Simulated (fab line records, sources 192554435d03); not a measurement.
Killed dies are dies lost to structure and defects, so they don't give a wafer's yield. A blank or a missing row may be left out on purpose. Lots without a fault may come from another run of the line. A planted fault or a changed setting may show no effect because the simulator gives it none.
fab line records | flow n5_finfet
record lots=7 wafers=21
route steps=1938 shown WELL_APT@21 FIN_SAQP@100 SD_EPI_N@267
start_h: hours from the record's first day to the start of the lot's first wafer shown | wait_h: hours since the lot's step before | " the same as in the row above | L1.1+2: a row that stands for several wafers | - no value, or no start given | * or withheld: withheld | < > ~ a bound
route shown NAME@n: a module of which the file shows steps, and the number in the route of the first | usual: mean/standard deviation of fault-free wafers | same: alike in all rows | chamber/n: place in a boat | sites: the reading at each site | _std_site: their standard deviation | _edge_site: outer sites' mean less inner sites' | radius_mm: how far each site lies from the wafer's centre | mask NAME#n: copy n | behind: the tool/chamber that last shaped the wafer | hold: why the lot was held/for how many hours/how that ended | device: the transistor (n, p or np) that didn't switch | end of line: the same wafers' tests at the end of the route | a step without rows: its recipe alone | killed: dies lost to structure and defects at the first sort, not the wafer's yield | map: a wafer's dies, x killed, . not, _ none there
set.NAME: the setting as run; set.NAME@STEP: as run at that earlier step | model.NAME: the simulator's own value behind a step, which no gauge read
lots whose settings were changed on purpose; a table a step, a row a wafer
## steps
# step N5_WELL_APT_COAT_02
# recipe spin_rpm=1357 resist_thk_nm=950
# columns lot.wafer tool chamber start_h wait_h set.spin_rpm model.coat_of_WELL_APT_COAT_02.thk_nm
L074.1 litho_track-05 0 - - 1294 973.2
L074.2 " 0 " " 1357 945.8
L074.3 " 0 " " 1294 967.8
L076.1 litho_track-01 0 - - 1357 947.8
L076.2 " 0 " " 1503 902.5
L076.6 " 0 " " 1503 900.7
L083.3 litho_track-02 0 - - 1357 946.9
L083.4 " 0 " " 1420 929.7
L083.5 " 0 " " 1420 925.5
L089.1 litho_track-05 0 - - 1357 950.3
L089.4 " 0 " " 1357 951.6
L089.5 " 0 " " 1357 950.4
L092.1 litho_track-01 0 - - 1357 947.6
L092.4 " 0 " " 1357 948.4
L092.6 " 0 " " 1357 949.4
L095.1 litho_track-05 0 - - 1447 919.4
L095.3 " 0 " " 1357 951.1
L095.4 " 0 " " 1357 950
L096.2 litho_track-02 0 - - 1357 950.1
L096.4 " 0 " " 1357 951.3
L096.5 " 0 " " 1357 951.7
# step N5_FIN_SAQP_PECVD_06
# recipe material=a-Si target_thk_a=600 temp_c=400 precursor=SiH4/He pressure_torr=3 rf_w=100 time_s=48.1
# columns lot.wafer tool chamber start_h wait_h set.time_s model.a-Si_of_FIN_SAQP_PECVD_06.thk_nm
L074.1 pecvd-03 1 23.14 0.0 52.88 66.34
L074.2 " 0 " " 52.88 66.36
L074.3 " 2 " " 52.88 65.3
L076.1 pecvd-03 1 33.95 0.0 43.8 54.76
L076.2 " 0 " " 43.8 53.86
L076.6 " 0 " " 48.1 61.1
L083.3 pecvd-03 0 76.88 0.0 48.1 59.66
L083.4 " 1 " " 50.5 63.37
L083.5 " 0 " " 48.1 59.67
L089.1 pecvd-01 0 112.79 0.0 48.1 59.28
L089.4 " 0 " " 48.1 60.01
L089.5 " 1 " " 48.1 60.12
L092.1 pecvd-01 1 132.06 0.0 49.97 62.21
L092.4 " 2 " " 48.1 59.59
L092.6 " 0 " " 48.1 60.17
L095.1 pecvd-01 0 146.74 0.0 48.1 58.87
L095.3 " 2 " " 48.1 58.34
L095.4 " 0 " " 48.1 58.77
L096.2 pecvd-01 1 153.35 0.0 48.1 60.17
L096.4 " 1 " " 48.1 61.33
L096.5 " 0 " " 48.1 60.68
# step N5_FIN_SAQP_THK_MEAS_07
# usual thk_nm=60.2/0.82
# columns lot.wafer tool chamber start_h wait_h set.time_s@FIN_SAQP_PECVD_06 thk_nm
L074.1 film_metro-01 - 23.23 0.1 52.88 66.3
L074.2 " - " " 52.88 66.3
L074.3 " - " " 52.88 65.3
L076.1 film_metro-01 - 34.04 0.1 43.8 54.8
L076.2 " - " " 43.8 53.8
L076.6 " - " " 48.1 61.0
L083.3 film_metro-01 - 76.97 0.1 48.1 59.7
L083.4 " - " " 50.5 63.3
L083.5 " - " " 48.1 59.7
L089.1 film_metro-01 - 112.88 0.1 48.1 59.3
L089.4 " - " " 48.1 60.0
L089.5 " - " " 48.1 60.1
L092.1 film_metro-02 - 132.15 0.1 49.97 62.3
L092.4 " - " " 48.1 59.6
L092.6 " - " " 48.1 60.2
L095.1 film_metro-02 - 146.83 0.1 48.1 58.9
L095.3 " - " " 48.1 58.3
L095.4 " - " " 48.1 58.8
L096.2 film_metro-01 - 153.44 0.1 48.1 60.2
L096.4 " - " " 48.1 61.3
L096.5 " - " " 48.1 60.7
# step N5_FIN_SAQP_EXPOSE_13
# recipe mask_id=FIN_CORE na=1.35 source_shape=dipole sigma_inner=0.538 sigma_outer=0.738 polarization=te target_cd_nm=35.6 dose_mj=63.25
# columns lot.wafer tool chamber start_h wait_h mask set.dose_mj
L074.1+3 arfi_scanner-03 0 23.60 - FIN_CORE#0 61.42
L074.2 " 0 " " FIN_CORE#0 63.25
L076.1+6 arfi_scanner-03 0 34.40 - FIN_CORE#0 63.25
L076.2 " 0 " " FIN_CORE#0 59.23
L083.3+4+5 arfi_scanner-03 0 77.21 - FIN_CORE#0 63.25
L089.1+4+5 arfi_scanner-01 0 113.11 - FIN_CORE#0 63.25
L092.1+4+6 arfi_scanner-02 0 132.50 - FIN_CORE#0 63.25
L095.1+3+4 arfi_scanner-01 0 147.06 - FIN_CORE#0 63.25
L096.2+4+5 arfi_scanner-02 0 153.80 - FIN_CORE#0 63.25
# step N5_FIN_SAQP_PEB_14
# recipe peb_temp_c=withheld peb_time_s=60 resist=CAR-ArF
# step N5_FIN_SAQP_DEVELOP_15
# recipe develop_time_s=30 developer=TMAH resist=CAR-ArF dev_temp_c=23 rinse_liquid=diw dry=air_spin
# step N5_FIN_SAQP_ETCH_52
# recipe chemistry=N2/H2 target=SOC target_depth_a=1000 overetch_a=200 mask_material=SiARC temp_c=40 time_s=150 ion_energy_ev=200 pressure_mtorr=30 source_w=840 bias_w=150 n2_flow_sccm=200 h2_flow_sccm=200 ends=end_point
# step N5_FIN_SAQP_STRIP_53
# recipe chemistry=N2/H2 temp_c=40 n2_flow_sccm=200 h2_flow_sccm=200 rf_frequency_hz=6e+07
# step N5_FIN_SAQP_HM_OPEN_73
# recipe chemistry=CHF3/O2 target=SiO2 stop_on=a-Si target_depth_a=120 over_etch_frac=1.8 mask_material=SOC time_s=16.8 pressure_mtorr=30 source_w=650 bias_w=170 Ar_flow_sccm=200 CHF3_flow_sccm=50 O2_flow_sccm=5 ion_energy_ev=200 ends=end_point
# columns lot.wafer tool chamber start_h wait_h set.time_s@FIN_SAQP_PECVD_06 model.a-Si_of_FIN_SAQP_PECVD_06.thk_nm
L074.1 rie_diel-02 2 24.02 0.0 52.88 66.33
L074.2 " 1 " " 52.88 66.31
L074.3 " 0 " " 52.88 65.27
L076.1 rie_diel-02 1 34.82 0.0 43.8 54.71
L076.2 " 3 " " 43.8 53.86
L076.6 " 2 " " 48.1 61.08
L083.3 rie_diel-01 0 77.92 0.0 48.1 59.54
L083.4 " 2 " " 50.5 63.37
L083.5 " 0 " " 48.1 59.55
L089.1 rie_diel-02 1 113.84 0.0 48.1 59.22
L089.4 " 0 " " 48.1 59.98
L089.5 " 2 " " 48.1 60.11
L092.1 rie_diel-01 1 133.79 0.0 49.97 62.18
L092.4 " 2 " " 48.1 59.59
L092.6 " 0 " " 48.1 60.05
L095.1 rie_diel-02 3 147.48 0.0 48.1 58.87
L095.3 " 1 " " 48.1 58.28
L095.4 " 2 " " 48.1 58.75
L096.2 rie_diel-02 2 154.28 0.0 48.1 60.16
L096.4 " 1 " " 48.1 61.28
L096.5 " 3 " " 48.1 60.68
# step N5_FIN_SAQP_STRIP_74
# recipe chemistry=CHF3/O2 resist=SiARC rf_frequency_hz=6e+07
# step N5_FIN_SAQP_MANDREL_ETCH_22
# recipe target_depth_a=600 chemistry=HBr/Cl2 target=a-Si stop_on=SiNx bt_time_s=10 over_etch_frac=0.5 time_s=30 pressure_mtorr=10 icp_w=800 bias_w=75 HBr_flow_sccm=150 Cl2_flow_sccm=80 ends=end_point
# columns lot.wafer tool chamber start_h wait_h set.time_s@FIN_SAQP_PECVD_06 model.etch.depth_nm
L074.1 rie_si-03 3 24.11 0.0 52.88 66.33
L074.2 " 0 " " 52.88 66.31
L074.3 " 1 " " 52.88 65.27
L076.1 rie_si-03 2 34.91 0.0 43.8 54.71
L076.2 " 0 " " 43.8 53.86
L076.6 " 2 " " 48.1 61.08
L083.3 rie_si-02 1 78.00 0.0 48.1 59.54
L083.4 " 3 " " 50.5 63.37
L083.5 " 1 " " 48.1 59.55
L089.1 rie_si-03 3 113.92 0.0 48.1 59.22
L089.4 " 2 " " 48.1 59.98
L089.5 " 1 " " 48.1 60.11
L092.1 rie_si-04 1 133.87 0.0 49.97 62.18
L092.4 " 0 " " 48.1 59.59
L092.6 " 2 " " 48.1 60.05
L095.1 rie_si-03 3 147.57 0.0 48.1 58.87
L095.3 " 0 " " 48.1 58.28
L095.4 " 1 " " 48.1 58.75
L096.2 rie_si-03 3 154.36 0.0 48.1 60.16
L096.4 " 1 " " 48.1 61.28
L096.5 " 2 " " 48.1 60.68
# step N5_FIN_SAQP_STRIP_55
# recipe chemistry=N2/H2 power_w=500 temp_c=40 pressure_mtorr=50 rf_frequency_hz=6e+07 overash_fraction=0.3 bias_power_w=28 h2_frac=0.5 n2_flow_sccm=300 h2_flow_sccm=300
# step N5_FIN_SAQP_STRIP_23
# recipe chemistry=SPM time_s=750 temp_c=130 h2so4_h2o2_vol_ratio=4
# step N5_FIN_SAQP_SRD_66
# recipe dry=ipa_marangoni time_s=30 temp_c=23 rinse_liquid=diw
# step N5_FIN_SAQP_RECESS_75
# recipe chemistry=HF/NH3 target=SiO2 target_depth_a=144 afs_cycles=3 temp_c=30 sublimation_temp_c=180 sublimation_time_s=60
# step N5_FIN_SAQP_SPACER1_ALD_24
# recipe material=SiO2 target_thk_a=203 temp_c=300 ald_precursor_family=BDEAS ald_co_reactant=O2-plasma pulse_time_s=1 purge_time_s=2 co_reactant_purge_time_s=2 ald_cycles=218 pressure_torr=2
# columns lot.wafer tool chamber start_h wait_h set.time_s@FIN_SAQP_PECVD_06 model.a-Si_of_FIN_SAQP_PECVD_06.thk_nm
L074.1+2 ald_sin-03 1,2 25.21 0.5 52.88 66.2
L074.3 " 0 " " 52.88 65
L076.1 ald_sin-02 0 35.94 0.3 43.8 54.6
L076.2 " 2 " " 43.8 53.6
L076.6 " 1 " " 48.1 61
L083.3+5 ald_sin-01 2,3 79.43 0.1 48.1 59.4
L083.4 " 3 " " 50.5 63.2
L089.1 ald_sin-03 3 115.52 0.8 48.1 59
L089.4 " 0 " " 48.1 59.8
L089.5 " 3 " " 48.1 60
L092.1 ald_sin-03 2 134.71 0.3 49.97 62
L092.4 " 1 " " 48.1 59.4
L092.6 " 1 " " 48.1 59.8
L095.1+4 ald_sin-01 0,3 148.97 0.5 48.1 58.6
L095.3 " 2 " " 48.1 58.2
L096.2 ald_sin-03 2 155.20 0.3 48.1 60
L096.4 " 3 " " 48.1 61
L096.5 " 3 " " 48.1 60.4
# step N5_FIN_SAQP_ETCH_69
# recipe chemistry=N2/H2 target=SOC target_depth_a=1500 stop_on=SiNx ion_energy_ev=100 bias_w=61 pressure_mtorr=30 source_w=850 n2_flow_sccm=200 h2_flow_sccm=200
# columns lot.wafer tool chamber start_h wait_h set.target_depth_a model.SOC_of_FIN_SAQP_COAT_68.thk_nm
L074.1 rie_diel-06 3 26.99 - 1500 2.8
L074.2 " 2 " " 1417 10
L074.3 " 0 " " 1417 12.2
L076.1 rie_diel-01 2 37.57 - 1500 5
L076.2 " 1 " " 1500 5.2
L076.6 " 3 " " 1500 7.6
L083.3 rie_diel-06 3 81.07 - 1500 2.6
L083.4 " 2 " " 1500 3.6
L083.5 " 1 " " 1563 2.6
L089.1 rie_diel-02 3 117.26 - 1500 5
L089.4 " 1 " " 1500 3.2
L089.5 " 3 " " 1500 5.2
L092.1+6 rie_diel-01 1,3 136.34 - 1628 0
L092.4 " 3 " " 1500 6.8
L095.1 rie_diel-06 3 150.66 - 1431 6.4
L095.3 " 2 " " 1431 7.8
L095.4 " 0 " " 1500 3.6
L096.2 rie_diel-06 0 156.89 - 1500 6.2
L096.4 " 1 " " 1500 6.6
L096.5 " 0 " " 1500 5.2
# step N5_SD_EPI_N_EXPOSE_06
# recipe mask_id=SD_N_BLK na=1.35 source_shape=conventional sigma_outer=0.8 polarization=unpolarized target_cd_nm=120 dose_mj=39.75
# columns lot.wafer tool chamber start_h wait_h mask set.dose_mj
L074.1+2+3 arfi_scanner-01 0 55.05 - SD_N_BLK#0 39.75
L076.1+2 arfi_scanner-03 0 61.38 - SD_N_BLK#0 39.75
L076.6 " 0 " " SD_N_BLK#0 37.67
L083.3+4+5 arfi_scanner-01 0 108.19 - SD_N_BLK#0 39.75
L089.1+4+5 arfi_scanner-03 0 144.62 - SD_N_BLK#0 39.75
L092.1+6 arfi_scanner-01 0 159.73 - SD_N_BLK#0 42.48
L092.4 " 0 " " SD_N_BLK#0 39.75
L095.1+3+4 arfi_scanner-01 0 175.32 - SD_N_BLK#0 37.4
L096.2 arfi_scanner-03 0 181.00 - SD_N_BLK#0 39.75
L096.4+5 " 0 " " SD_N_BLK#0 37.76
# step N5_SD_EPI_N_DEVELOP_08
# recipe develop_time_s=30 developer=TMAH resist=CAR-ArF-block dev_temp_c=23 rinse_liquid=diw dry=air_spin
# columns lot.wafer tool chamber start_h wait_h set.develop_time_s
L074.1+2+3 litho_track-05 0 - - 30
L076.1 litho_track-02 0 - - 30
L076.2+6 " 0 " " 32.87
L083.3+5 litho_track-02 0 - - 36.05
L083.4 " 0 " " 30
L089.1+4+5 litho_track-05 0 - - 30
L092.1+4+6 litho_track-05 0 - - 30
L095.1+3+4 litho_track-01 0 - - 30
L096.2+4 litho_track-05 0 - - 36.65
L096.5 " 0 " " 30
# step N5_SD_EPI_N_CD_MEAS_09
# recipe target_cd_nm=120 landing_energy_ev=500 detector=se_inlens
# usual cd_nm=120.0/0.66
# columns lot.wafer tool chamber start_h wait_h set.dose_mj@SD_EPI_N_EXPOSE_06 cd_nm
L074.1 cd_sem-02 0 55.18 - 39.75 119.9
L074.2 " 0 " " 39.75 120.4
L074.3 " 0 " " 39.75 119.3
L076.1 cd_sem-03 0 61.51 - 39.75 121.4
L076.2 " 0 " " 39.75 120.3
L076.6 " 0 " " 37.67 115.5
L083.3 cd_sem-01 0 108.31 - 39.75 121.7
L083.4 " 0 " " 39.75 122.0
L083.5 " 0 " " 39.75 120.9
L089.1 cd_sem-02 0 144.75 - 39.75 119.6
L089.4 " 0 " " 39.75 120.3
L089.5 " 0 " " 39.75 119.4
L092.1 cd_sem-02 0 159.85 - 42.48 125.3
L092.4 " 0 " " 39.75 120.7
L092.6 " 0 " " 42.48 124.5
L095.1 cd_sem-02 0 175.44 - 37.4 116.8
L095.3 " 0 " " 37.4 115.5
L095.4 " 0 " " 37.4 115.4
L096.2 cd_sem-02 0 181.12 - 39.75 120.3
L096.4 " 0 " " 37.76 117.2
L096.5 " 0 " " 37.76 116.0
# step N5_SD_EPI_N_DESCUM_14
# recipe chemistry=O2 time_s=7.9 source_power_w=50 bias_power_w=20 pressure_mtorr=20 rf_frequency_hz=2.712e+07 temp_c=40 resist=CAR-ArF-block o2_flow_sccm=225
# columns lot.wafer tool chamber start_h wait_h set.dose_mj@SD_EPI_N_EXPOSE_06 model.SD_EPI_N.cd_nm
L074.1 rie_diel-02 3 55.26 0.0 39.75 119.8
L074.2 " 2 " " 39.75 120.4
L074.3 " 1 " " 39.75 119.2
L076.1 rie_diel-06 2 61.63 0.1 39.75 121
L076.2 " 0 " " 39.75 119.8
L076.6 " 0 " " 37.67 115.6
L083.3 rie_diel-02 1 108.77 0.4 39.75 121.2
L083.4 " 3 " " 39.75 121.8
L083.5 " 2 " " 39.75 120.8
L089.1 rie_diel-01 0 144.84 0.0 39.75 119.6
L089.4+5 " 3 " " 39.75 119.8
L092.1 rie_diel-02 2 159.96 0.0 42.48 125
L092.4 " 1 " " 39.75 120.8
L092.6 " 2 " " 42.48 124.2
L095.1 rie_diel-02 1 175.53 0.0 37.4 116.4
L095.3 " 0 " " 37.4 116
L095.4 " 3 " " 37.4 115.4
L096.2 rie_diel-01 1 181.43 0.3 39.75 120.8
L096.4 " 2 " " 37.76 117.2
L096.5 " 1 " " 37.76 116.2
# step N5_SD_EPI_N_ETCH_34
# recipe chemistry=CF4 target=SiARC target_depth_a=455 mask_material=CAR-ArF-block time_s=75.8 ion_energy_ev=80 pressure_mtorr=40 source_w=545 bias_w=36 Ar_flow_sccm=100 cf4_flow_sccm=100 ends=cleared
# columns lot.wafer tool chamber start_h wait_h set.dose_mj@SD_EPI_N_EXPOSE_06 model.SD_EPI_N.cd_nm
L074.1 rie_diel-02 3 55.30 0.0 39.75 119.8
L074.2 " 2 " " 39.75 120.2
L074.3 " 1 " " 39.75 119.4
L076.1 rie_diel-06 2 61.67 0.0 39.75 120.8
L076.2 " 0 " " 39.75 120
L076.6 " 0 " " 37.67 115.8
L083.3 rie_diel-02 1 108.81 0.0 39.75 121.4
L083.4 " 3 " " 39.75 121.8
L083.5 " 2 " " 39.75 120.8
L089.1 rie_diel-01 0 144.87 0.0 39.75 119.4
L089.4 " 3 " " 39.75 119.8
L089.5 " 3 " " 39.75 119.6
L092.1 rie_diel-02 2 159.99 0.0 42.48 124.8
L092.4 " 1 " " 39.75 120.8
L092.6 " 2 " " 42.48 124.2
L095.1 rie_diel-02 1 175.57 0.0 37.4 116.4
L095.3 " 0 " " 37.4 116
L095.4 " 3 " " 37.4 115.4
L096.2 rie_diel-01 1 181.46 0.0 39.75 120.8
L096.4 " 2 " " 37.76 117.4
L096.5 " 1 " " 37.76 116
# step N5_SD_EPI_N_ETCH_35
# recipe chemistry=N2/H2 target=SOC overetch_a=1080 mask_material=SiARC temp_c=40 ion_energy_ev=100 source_w=3000 bias_w=133 pressure_mtorr=20 time_s=486 n2_flow_sccm=200 h2_flow_sccm=200
# columns lot.wafer tool chamber start_h wait_h set.dose_mj@SD_EPI_N_EXPOSE_06 model.SD_EPI_N.cd_nm
L074.1 rie_diel-02 3 55.36 0.0 39.75 119.2
L074.2 " 2 " " 39.75 121.4
L074.3 " 1 " " 39.75 119.6
L076.1 rie_diel-06 2 61.72 0.0 39.75 121.4
L076.2 " 0 " " 39.75 119.8
L076.6 " 0 " " 37.67 115.2
L083.3 rie_diel-02 1 108.86 0.0 39.75 120.2
L083.4 " 3 " " 39.75 120.6
L083.5 " 2 " " 39.75 120
L089.1 rie_diel-01 0 144.93 0.0 39.75 120.8
L089.4+5 " 3 " " 39.75 120.4
L092.1 rie_diel-02 2 160.05 0.0 42.48 126.4
L092.4 " 1 " " 39.75 121.6
L092.6 " 2 " " 42.48 125.8
L095.1 rie_diel-02 1 175.63 0.0 37.4 118.6
L095.3 " 0 " " 37.4 117.6
L095.4 " 3 " " 37.4 114.8
L096.2 rie_diel-01 1 181.52 0.0 39.75 121.6
L096.4 " 2 " " 37.76 117.6
L096.5 " 1 " " 37.76 118
## key
split step=N5_WELL_APT_COAT_02 setting=spin_rpm stated=1357 by=wafer
response step=N5_WELL_APT_COAT_02 reading=model.coat_of_WELL_APT_COAT_02.thk_nm change=-4.48 per=1% r=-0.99
split step=N5_FIN_SAQP_PECVD_06 setting=time_s stated=48.1 by=wafer
response step=N5_FIN_SAQP_PECVD_06 reading=model.a-Si_of_FIN_SAQP_PECVD_06.thk_nm change=+0.735 per=1% r=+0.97
response step=N5_FIN_SAQP_THK_MEAS_07 reading=thk_nm change=* per=1% r=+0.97
response step=N5_FIN_SAQP_HM_OPEN_73 reading=model.a-Si_of_FIN_SAQP_PECVD_06.thk_nm change=+0.742 per=1% r=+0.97
response step=N5_FIN_SAQP_MANDREL_ETCH_22 reading=model.etch.depth_nm change=+0.742 per=1% r=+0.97
response step=N5_FIN_SAQP_SPACER1_ALD_24 reading=model.a-Si_of_FIN_SAQP_PECVD_06.thk_nm change=+0.75 per=1% r=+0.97
split step=N5_FIN_SAQP_EXPOSE_13 setting=dose_mj stated=63.25 by=wafer
response none clear
split step=N5_FIN_SAQP_ETCH_69 setting=target_depth_a stated=1500 by=wafer
response step=N5_FIN_SAQP_ETCH_69 reading=model.SOC_of_FIN_SAQP_COAT_68.thk_nm change=-0.859 per=1% r=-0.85
split step=N5_SD_EPI_N_EXPOSE_06 setting=dose_mj stated=39.75 by=wafer
response step=N5_SD_EPI_N_CD_MEAS_09 reading=cd_nm change=+0.757 per=1% r=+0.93
response step=N5_SD_EPI_N_DESCUM_14 reading=model.SD_EPI_N.cd_nm change=+0.72 per=1% r=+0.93
response step=N5_SD_EPI_N_ETCH_34 reading=model.SD_EPI_N.cd_nm change=+0.703 per=1% r=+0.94
response step=N5_SD_EPI_N_ETCH_35 reading=model.SD_EPI_N.cd_nm change=+0.785 per=1% r=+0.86
split step=N5_SD_EPI_N_DEVELOP_08 setting=develop_time_s stated=30 by=wafer
response none clear
